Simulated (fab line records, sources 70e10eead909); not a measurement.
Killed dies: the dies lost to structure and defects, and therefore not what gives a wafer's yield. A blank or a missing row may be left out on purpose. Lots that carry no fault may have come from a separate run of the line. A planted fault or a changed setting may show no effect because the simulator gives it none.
Struck lot and sound lot, side by side + flow nand_harc + 44 out of 1159 route steps
Sound: these wafers, L965.1, L965.2, L965.6. Wafers L973.1, L973.2, L973.3 were the ones struck. The cause is named last.
Each step with rows lists, per side, the tool, then ch with its chambers, then its first start. Under that, the readings that differ: sound wafers + struck wafers + difference of the means + sigmas: that difference in standard deviations of wafers without a fault.
alike: same words and numbers on both sides, and readings whose means sit less than 2 such deviations apart. not compared: any withheld reading, any reading some wafer has no value for, any bound like >300 that may hide the same value, and any number with overlapping values for which the record gives no deviation.
A row with sigmas, a row that says differs or no value, or rows on one side alone: a step with any of these is where the two part. Non-overlapping numbers with no deviation appear without sigmas and do not part them. Lack of a reading on every wafer of one side parts them only where that side has two or more wafers.

first, 6 steps without rows for these wafers: NHARC_P_GATE_COAT_20 (resist thk 90 nm); NHARC_P_GATE_SOFTBAKE_21 (time 55 s); NHARC_P_GATE_EBR_22; NHARC_P_GATE_EXPOSE_23 (exposes mask P GATE, target cd 120 nm); NHARC_P_GATE_PEB_24 (peb time 65 s); NHARC_P_GATE_DEVELOP_25 (develop time 35 s).
NHARC_P_GATE_CD_MEAS_26: target cd 120 nm.
  sound on cd_sem-02 ch 0, day 5 08:27; struck on cd_sem-03 ch 0, day 7 07:51
  alike: cd_nm
NHARC_P_GATE_OVL_MEAS_27:
  struck on overlay-02, day 7 07:56; sound on overlay-02, day 5 08:32
  alike: overlay_x_nm, overlay_y_nm
NHARC_P_GATE_INSPECT_28:
  struck on defect_inspect-01, day 7 07:59; sound on defect_inspect-02, day 5 08:34
  alike: raw_defect_count
NHARC_P_GATE_DESCUM_31: chemistry O2, time 3 s.
  sound on rie_diel-07 ch 0,1,2, day 5 08:38; struck on rie_diel-04 ch 0,1,2, day 7 08:02
  alike: drypump_motor_current_A, oes_product_au, rf_vpp_V, showerhead_plenum_p_Torr, throttle_valve_pct
  not compared: rf_hours_counter_h
then, 2 steps without rows for these wafers: NHARC_P_GATE_ETCH_104 (etches the open film in CF4/CHF3, target depth 60 nm); NHARC_P_GATE_HM_OPEN_105 (chemistry O2/COS, target depth 360 nm).
NHARC_P_GATE_STRIP_106: strips in O2/COS.
  sound on rie_diel-07 ch 0,2, day 5 08:00; struck on rie_diel-04 ch 0,1,2, day 7 08:00
NHARC_P_GATE_ETCH_114: etches the open film in CF4/O2, target depth 30 nm, overetch 3 nm, time 16.5 s.
  sound: rie_diel-07 ch 0,2; struck: rie_diel-04 ch 0,1,3
  alike: drypump_motor_current_A, oes_product_au, rf_vpp_V, showerhead_plenum_p_Torr, throttle_valve_pct
  not compared: rf_hours_counter_h
then, 2 steps without rows for these wafers: NHARC_P_GATE_ETCH_32 (etches the open film in HBr/Cl2, target depth 150 nm, time 100.1 s); NHARC_P_GATE_STRIP_108 (strips in O2).
NHARC_P_GATE_CD_MEAS_33:
  struck on cd_sem-03, day 7 09:37; sound on cd_sem-01, day 5 09:28
  alike: cd_nm
then, 3 steps without rows for these wafers: NHARC_P_GATE_STRIP_35 (strips in SPM, time 600 s); NHARC_P_GATE_PRECLEAN_73 (cleans in SC1); NHARC_P_GATE_SRD_74.
NHARC_P_GATE_ALD_36: deposits SiNx, target thk 20 nm, pulse time 60 s, ald cycles 223.
  sound on ald_sin-01 ch 0,1, day 5 09:55; struck on ald_sin-03 ch 0,2,3, day 7 10:05
  alike: heater_power_w, precursor_pulse_height_rel, susceptor_temp_C
  not compared: since_wet_clean_h
NHARC_P_GATE_ETCHBACK_37: etches the open film in CHF3/O2, target depth 34.5 nm, time 17.2 s.
  sound: rie_diel-07 ch 0,1,2; struck: rie_diel-04 ch 0,2,3
  alike: drypump_motor_current_A, oes_product_au, rf_vpp_V, showerhead_plenum_p_Torr, throttle_valve_pct
  not compared: rf_hours_counter_h
then, 13 steps without rows for these wafers: NHARC_P_GATE_STRIP_101 (strips in O2, time 20 s); NHARC_P_GATE_PRECLEAN_97 (cleans in SPM, time 600 s); NHARC_P_GATE_SRD_98; NHARC_P_GATE_PRECLEAN_99 (cleans in SC1); NHARC_P_GATE_SRD_100; NHARC_P_GATE_DEHYDRATE_38 (time 120 s); NHARC_P_GATE_HMDS_39 (time 30 s); NHARC_P_GATE_COAT_40; NHARC_P_GATE_SOFTBAKE_41 (time 95 s); NHARC_P_GATE_EBR_42; NHARC_P_GATE_EXPOSE_43 (exposes mask P NSD, target cd 720 nm); NHARC_P_GATE_PEB_44 (peb time 85 s); NHARC_P_GATE_DEVELOP_45 (time 70 s).
NHARC_P_GATE_CD_MEAS_46: target cd 720 nm.
  sound on cd_sem-03 ch 0, day 5 21:36; struck on cd_sem-01 ch 0, day 7 20:23
  alike: cd_nm
then, 3 steps without rows for these wafers: NHARC_P_GATE_HARDBAKE_47 (time 80 s); NHARC_P_GATE_DESCUM_48 (chemistry O2, time 3 s); NHARC_P_GATE_IMPLANT_49.
NHARC_P_GATE_STRIP_111: strips in N2/H2, time 250 s.
  sound on plasma_asher-01 ch 0,1, day 5 22:08; struck on plasma_asher-01 ch 0,1, day 7 20:55
  alike: drypump_motor_current_A, heater_power_w
  not compared: rf_hours_counter_h
then, 2 steps without rows for these wafers: NHARC_P_GATE_STRIP_75 (strips in O2); NHARC_P_GATE_STRIP_50 (strips in SPM, time 900 s).
NHARC_P_GATE_INSPECT_68:
  struck on defect_inspect-01, day 8 02:53; sound on defect_inspect-02, day 6 04:13
| reading          | sound     | struck      | difference | sigmas |
|------------------|-----------|-------------|------------|--------|
| raw_defect_count | 76 109 93 | 824 831 800 | +726       | +9     |
-- break in the record here, with 13 days between the starts of the struck wafers on either side (left off in module P_GATE, picked up again in module END, where the first step shown is number 1159 on the route) --
NHARC_END_SORT_01:
  here the record holds rows for the struck wafers (prober-02 ch 0, day 21 14:41) but none for the sound ones

## WHERE THEY PART
At NHARC_P_GATE_INSPECT_68 first; at NHARC_END_SORT_01 last (within this record only).

WHY: the cause the simulator had injected
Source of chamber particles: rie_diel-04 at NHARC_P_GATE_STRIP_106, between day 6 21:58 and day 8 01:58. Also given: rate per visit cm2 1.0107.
